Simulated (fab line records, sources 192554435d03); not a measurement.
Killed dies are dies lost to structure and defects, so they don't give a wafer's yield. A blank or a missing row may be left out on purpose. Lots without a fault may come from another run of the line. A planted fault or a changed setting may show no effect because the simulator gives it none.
Split-lot experiment | flow n5_finfet | 7 lots, 21 wafers read, on a route of 1938 steps

THE SPLIT
At N5_BEOL_M4_COAT_67 (time 60 s, resist thk 60 nm), the setting spin_rpm was moved away from the recipe's 1500 rpm on 8 of the 21 wafers read, by -10.1% to +10.5%. The other wafers ran this setting at the recipe's value.

The reading is taken at the split's own step.

THE READING
SOC_of_BEOL_M4_COAT_67.thk_nm (the simulator's own value, which no gauge read), in nm, at N5_BEOL_M4_COAT_67 (time 60 s, resist thk 60 nm). The file gives no usual value for it. The 13 wafers here that ran the recipe average 60.0 nm, standard deviation 0.15 nm.

wafer  | tool, chamber at the split | spin_rpm as run, rpm | against the recipe | SOC_of_BEOL_M4_COAT_67.thk_nm, nm | against lot-mates on the recipe
L074.2 | litho_track-05, 0          | 1500                 | recipe             | 60                                | -
L074.4 | litho_track-05, 0          | 1637                 | +9.1%              | 57.4                              | -2.5
L074.6 | litho_track-05, 0          | 1500                 | recipe             | 59.8                              | -
L080.2 | litho_track-05, 0          | 1543                 | +2.9%              | 59                                | -1.0
L080.5 | litho_track-05, 0          | 1500                 | recipe             | 60                                | -
L080.6 | litho_track-05, 0          | 1500                 | recipe             | 60                                | -
L081.1 | litho_track-02, 0          | 1500                 | recipe             | 59.8                              | -
L081.3 | litho_track-02, 0          | 1500                 | recipe             | 59.8                              | -
L081.5 | litho_track-02, 0          | 1652                 | +10.1%             | 56.8                              | -3.0
L084.2 | litho_track-05, 0          | 1500                 | recipe             | 60.2                              | -
L084.3 | litho_track-05, 0          | 1658                 | +10.5%             | 57.4                              | -2.8
L084.4 | litho_track-05, 0          | 1658                 | +10.5%             | 57.4                              | -2.8
L085.1 | litho_track-03, 0          | 1500                 | recipe             | 60.2                              | -
L085.2 | litho_track-03, 0          | 1500                 | recipe             | 60.2                              | -
L085.3 | litho_track-03, 0          | 1349                 | -10.1%             | 63.6                              | +3.4
L089.1 | litho_track-03, 0          | 1358                 | -9.5%              | 63                                | +2.8
L089.4 | litho_track-03, 0          | 1358                 | -9.5%              | 63.2                              | +3.0
L089.6 | litho_track-03, 0          | 1500                 | recipe             | 60.2                              | -
L094.1 | litho_track-03, 0          | 1500                 | recipe             | 60                                | -
L094.2 | litho_track-03, 0          | 1500                 | recipe             | 60                                | -
L094.6 | litho_track-03, 0          | 1500                 | recipe             | 60                                | -

THE FIT
A straight line over all 21 wafers: SOC_of_BEOL_M4_COAT_67.thk_nm changes by -0.302 nm for each +1% of spin_rpm; r = -0.99; the points scatter about the line by 0.25 nm.
The same after taking each lot's own level away (the mean of its wafers on the recipe; 21 wafers): -0.294 nm for each +1%; r = -1.00; scatter 0.15 nm.
On that fit, the largest move of spin_rpm shifts the reading by 3.1 nm.
The lots' own levels span 59.80 to 60.20 nm, that is 2.7 times the standard deviation above.
So the lot-to-lot level changes the slope little: the two slopes agree.
Check: with one of the wafers moved furthest among these (+10.5%) left out of the fit, the line predicts -3.1 nm for it against its lot-mates. It came out at -2.8 nm against them.

OTHER SPLITS ON THESE WAFERS
These wafers also went through other splits before the reading. Each is held against what the fit with the lots' levels taken away leaves over:
other split on the same wafers | wafers away from the commonest value | r with SOC_of_BEOL_M4_COAT_67.thk_nm (lot level and that fit taken away)
N5_BEOL_M3_EXPOSE_08 dose_mj   | 9                                    | -0.38
N5_BEOL_M4_DESCUM_16 time_s    | 10                                   | +0.00
N5_BEOL_M4_ETCH_64 bias_w      | 7                                    | -0.02

THE FILE'S OWN FIT
SOC_of_BEOL_M4_COAT_67.thk_nm changes by -0.297 nm for each +1% of spin_rpm, r = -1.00.
